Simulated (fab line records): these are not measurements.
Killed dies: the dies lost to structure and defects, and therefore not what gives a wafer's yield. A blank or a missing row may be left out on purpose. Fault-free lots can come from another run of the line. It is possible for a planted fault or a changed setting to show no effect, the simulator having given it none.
2 desks, one fault | flow n5Finfet | each desk has only its own numbers; what lay behind them comes last

== AT THE METROLOGY DESK ==
Lot by lot, what the gauges showed, no matter which tool ran the lot: averages of those sampled wafers that carry a number. If a lot's mean is further than 4 standard deviations from the usual mean, the lot is out of limits and carries the mark OUT (the distance appears in the brackets). It has 10 readings; the 7 that lie furthest out on some lot are the ones shown.
Columns: A = DIBL_N at N5_BEOL_M4_RC_MEAS_101, usual 36.3 mV/V; B = DIBL_P at N5_BEOL_M4_RC_MEAS_101, usual 36.2 mV/V; C = IOFF_P at N5_BEOL_M4_RC_MEAS_101, usual 0.211 nA/um; D = ION_P at N5_BEOL_M4_RC_MEAS_101, usual 463 uA/um; E = SS_N at N5_BEOL_M4_RC_MEAS_101, usual 71.4 mV/dec; F = VT_N at N5_BEOL_M4_RC_MEAS_101, usual 249.3 mV; G = VT_P at N5_BEOL_M4_RC_MEAS_101, usual -250.1 mV
lot  | first seen here | A    | B    | C     | D   | E    | F     | G
L259 | day 8 21:13     | 36.9 | 37.7 | 0.191 | 462 | 71.2 | 247.2 | -254.2
L269 | day 11 09:48    | 36.3 | 35.5 | 0.233 | 468 | 71.7 | 245.2 | -245.8
L270 | day 11 20:56    | 38.0 | 36.7 | 0.255 | 469 | 72.0 | 247.8 | -246.2
L268 | day 11 21:01    | 35.1 | 35.4 | 0.208 | 468 | 71.1 | 251.6 | -249.9
L272 | day 12 02:07    | 36.3 | 35.2 | 0.204 | 463 | 71.3 | 247.2 | -251.0
This desk's verdict: no lot among the 5 shows anything out of limits.

== DESK OF THE TOOL OWNER: pecvd-01 ==
The tool's own readings at N5_BEOL_M2_PECVD_72 (deposits SiO2 from TEOS/O2, target thk 16 nm, time 18 s): means of the sampled wafers that have a number, for each lot that ran on this tool. If a lot's mean is further than 4 standard deviations from the usual mean, the lot is out of limits and carries the mark OUT (the distance appears in the brackets).
Columns: A = heaterPowerW at N5_BEOL_M2_PECVD_72, usual 722 W; B = showerheadPlenumPTorr at N5_BEOL_M2_PECVD_72, usual 8.83 Torr; C = throttleValvePct at N5_BEOL_M2_PECVD_72, usual 21.8 %
lot  | first seen here | A   | B    | C
L259 | day 7 09:20     | 717 | 8.81 | 22.4
L269 | day 9 22:55     | 698 | 8.82 | 23.9
L268 | day 10 03:00    | 694 | 8.79 | 22.4
L272 | day 10 12:53    | 706 | 8.79 | 21.8
This desk's verdict: no lot among the 4 shows anything out of limits.

== PUT TOGETHER ==
From the metrology desk's view, nothing was out of limits.
The tool owner's desk saw nothing out of limits.

== WHAT THE SIMULATOR PUT IN ==
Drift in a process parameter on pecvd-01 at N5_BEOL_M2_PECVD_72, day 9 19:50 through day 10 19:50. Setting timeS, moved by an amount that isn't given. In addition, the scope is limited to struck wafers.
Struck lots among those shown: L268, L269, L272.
